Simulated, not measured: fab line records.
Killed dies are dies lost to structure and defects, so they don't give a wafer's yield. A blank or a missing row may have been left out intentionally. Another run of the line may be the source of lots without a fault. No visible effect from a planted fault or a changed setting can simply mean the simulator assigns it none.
Split-lot trial :: flow n5Finfet :: 7 lots, 21 wafers read, on a route of 1938 steps

ON THE SPLIT
At N5_BEOL_M5_HM_DEP_02 (deposits TiN, target thk 20 nm), the setting targetThkA was moved away from the recipe's 200 angstrom on 8 of the 21 wafers read, by -12.2% to +6.4%. The other wafers ran this setting at the recipe's value.

FROM THE SPLIT TO THE READING: what the file shows between them, 11 steps
- N5_BEOL_M5_EXPOSE_08: exposes mask M5, target cd 28 nm (also split here: doseMj)
- N5_BEOL_M5_PEB_09: peb time 60 s
- N5_BEOL_M5_DEVELOP_10: develop time 30 s
- N5_BEOL_M5_CD_MEAS_11: target cd 27.74 nm
- N5_BEOL_M5_DESCUM_16: chemistry O2, time 7 s
- N5_BEOL_M5_ETCH_72: etches underlayer in N2/H2, target depth 6.5 nm, time 5.2 s
- N5_BEOL_M5_ETCH_61: etches SiARC in CF4, target depth 15.6 nm, time 26 s
- N5_BEOL_M5_ETCH_62: etches SOC in N2/H2, target depth 75 nm, overetch 15 nm, time 112.5 s
- N5_BEOL_M5_STRIP_63: strips in N2/H2
- N5_BEOL_M5_STRIP_73: strips in N2/H2
- N5_BEOL_M5_STRIP_64: strips in CF4

THE READING
etch.depthNm (the simulator's own value, which no gauge read), in nm, at N5_BEOL_M5_HM_OPEN_17 (chemistry Cl2/BCl3, target TiN, target depth 20 nm, overetch 6 nm). There is no usual value for it anywhere in the file. Here, 13 wafers ran the recipe; their average is 19.95 nm with a standard deviation of 0.23 nm.

wafer: L079.2
tool, chamber at the split: pvdSputter-01, -
targetThkA as run, angstrom: 200
against the recipe: recipe
etch.depthNm, nm: 20.21
against lot-mates on the recipe: -

wafer: L079.3
tool, chamber at the split: pvdSputter-01, -
targetThkA as run, angstrom: 200
against the recipe: recipe
etch.depthNm, nm: 19.9
against lot-mates on the recipe: -

wafer: L079.5
tool, chamber at the split: pvdSputter-01, -
targetThkA as run, angstrom: 200
against the recipe: recipe
etch.depthNm, nm: 19.92
against lot-mates on the recipe: -

wafer: L078.1
tool, chamber at the split: pvdSputter-01, -
targetThkA as run, angstrom: 200
against the recipe: recipe
etch.depthNm, nm: 19.88
against lot-mates on the recipe: -

wafer: L078.3
tool, chamber at the split: pvdSputter-01, -
targetThkA as run, angstrom: 200
against the recipe: recipe
etch.depthNm, nm: 19.72
against lot-mates on the recipe: -

wafer: L078.6
tool, chamber at the split: pvdSputter-01, -
targetThkA as run, angstrom: 200
against the recipe: recipe
etch.depthNm, nm: 19.53
against lot-mates on the recipe: -

wafer: L082.2
tool, chamber at the split: pvdSputter-03, -
targetThkA as run, angstrom: 200
against the recipe: recipe
etch.depthNm, nm: 19.86
against lot-mates on the recipe: -

wafer: L082.3
tool, chamber at the split: pvdSputter-03, -
targetThkA as run, angstrom: 175.7
against the recipe: -12.2%
etch.depthNm, nm: 17.39
against lot-mates on the recipe: -2.47

wafer: L082.4
tool, chamber at the split: pvdSputter-03, -
targetThkA as run, angstrom: 175.7
against the recipe: -12.2%
etch.depthNm, nm: 17.58
against lot-mates on the recipe: -2.28

wafer: L091.1
tool, chamber at the split: pvdSputter-02, -
targetThkA as run, angstrom: 200
against the recipe: recipe
etch.depthNm, nm: 20.02
against lot-mates on the recipe: -

wafer: L091.2
tool, chamber at the split: pvdSputter-02, -
targetThkA as run, angstrom: 200
against the recipe: recipe
etch.depthNm, nm: 20.25
against lot-mates on the recipe: -

wafer: L091.6
tool, chamber at the split: pvdSputter-02, -
targetThkA as run, angstrom: 200
against the recipe: recipe
etch.depthNm, nm: 19.94
against lot-mates on the recipe: -

wafer: L094.1
tool, chamber at the split: pvdSputter-02, -
targetThkA as run, angstrom: 185.1
against the recipe: -7.5%
etch.depthNm, nm: 18.58
against lot-mates on the recipe: -1.51

wafer: L094.4
tool, chamber at the split: pvdSputter-02, -
targetThkA as run, angstrom: 185.1
against the recipe: -7.5%
etch.depthNm, nm: 18.81
against lot-mates on the recipe: -1.28

wafer: L094.5
tool, chamber at the split: pvdSputter-02, -
targetThkA as run, angstrom: 200
against the recipe: recipe
etch.depthNm, nm: 20.09
against lot-mates on the recipe: -

wafer: L095.1
tool, chamber at the split: pvdSputter-02, -
targetThkA as run, angstrom: 200
against the recipe: recipe
etch.depthNm, nm: 19.63
against lot-mates on the recipe: -

wafer: L095.2
tool, chamber at the split: pvdSputter-02, -
targetThkA as run, angstrom: 211.5
against the recipe: +5.8%
etch.depthNm, nm: 21.18
against lot-mates on the recipe: +1.55

wafer: L095.6
tool, chamber at the split: pvdSputter-02, -
targetThkA as run, angstrom: 211.5
against the recipe: +5.8%
etch.depthNm, nm: 20.94
against lot-mates on the recipe: +1.31

wafer: L097.2
tool, chamber at the split: pvdSputter-01, -
targetThkA as run, angstrom: 212.8
against the recipe: +6.4%
etch.depthNm, nm: 21.21
against lot-mates on the recipe: +0.85

wafer: L097.4
tool, chamber at the split: pvdSputter-01, -
targetThkA as run, angstrom: 212.8
against the recipe: +6.4%
etch.depthNm, nm: 20.86
against lot-mates on the recipe: +0.50

wafer: L097.5
tool, chamber at the split: pvdSputter-01, -
targetThkA as run, angstrom: 200
against the recipe: recipe
etch.depthNm, nm: 20.36
against lot-mates on the recipe: -

FIT RESULTS
A straight line over all 21 wafers: etch.depthNm changes by +0.19 nm for each +1% of targetThkA; r = +0.98; the points scatter about the line by 0.23 nm.
The same after taking each lot's own level away (the mean of its wafers on the recipe; 21 wafers): +0.186 nm for each +1%; r = +0.97; scatter 0.24 nm.
On that fit, the largest move of targetThkA shifts the reading by 2.3 nm.
From 19.630 to 20.360 nm: that is the span of the lots' own levels, equal to 3.1 times the standard deviation above.
So the lot-to-lot level changes the slope little: the two slopes agree.
Check: with one of the wafers moved furthest among these (-12.2%) left out of the fit, the line predicts -2.21 nm for it against its lot-mates. It came out at -2.47 nm against them.

OTHER SPLITS ON THESE WAFERS
Other splits were also applied to these wafers ahead of the reading. Each is held against what the fit with the lots' levels taken away leaves over:
other split on the same wafers: N5_BEOL_M4_ETCH_70 biasW
wafers away from the commonest value: 11
r with etch.depthNm (lot level and that fit taken away): +0.04

other split on the same wafers: N5_BEOL_M5_EXPOSE_08 doseMj
wafers away from the commonest value: 7
r with etch.depthNm (lot level and that fit taken away): -0.13

THE WHOLE CHAIN: every reading that the file lists as answering this split, in the file's order
step: N5_BEOL_M5_HM_DEP_02
what it does: deposits TiN, target thk 20 nm
reading: TiN_of_BEOL_M5_HM_DEP_02.thkNm (the simulator's own value, which no gauge read)
change (the file's fit): +0.181 nm for each +1% of the setting
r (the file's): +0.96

step: N5_BEOL_M5_HM_OPEN_17
what it does: chemistry Cl2/BCl3, target TiN, target depth 20 nm, overetch 6 nm
reading: etch.depthNm (the simulator's own value, which no gauge read)
change (the file's fit): +0.187 nm for each +1% of the setting
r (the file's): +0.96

FILE'S OWN FIT
etch.depthNm changes by +0.187 nm for each +1% of targetThkA, r = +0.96.
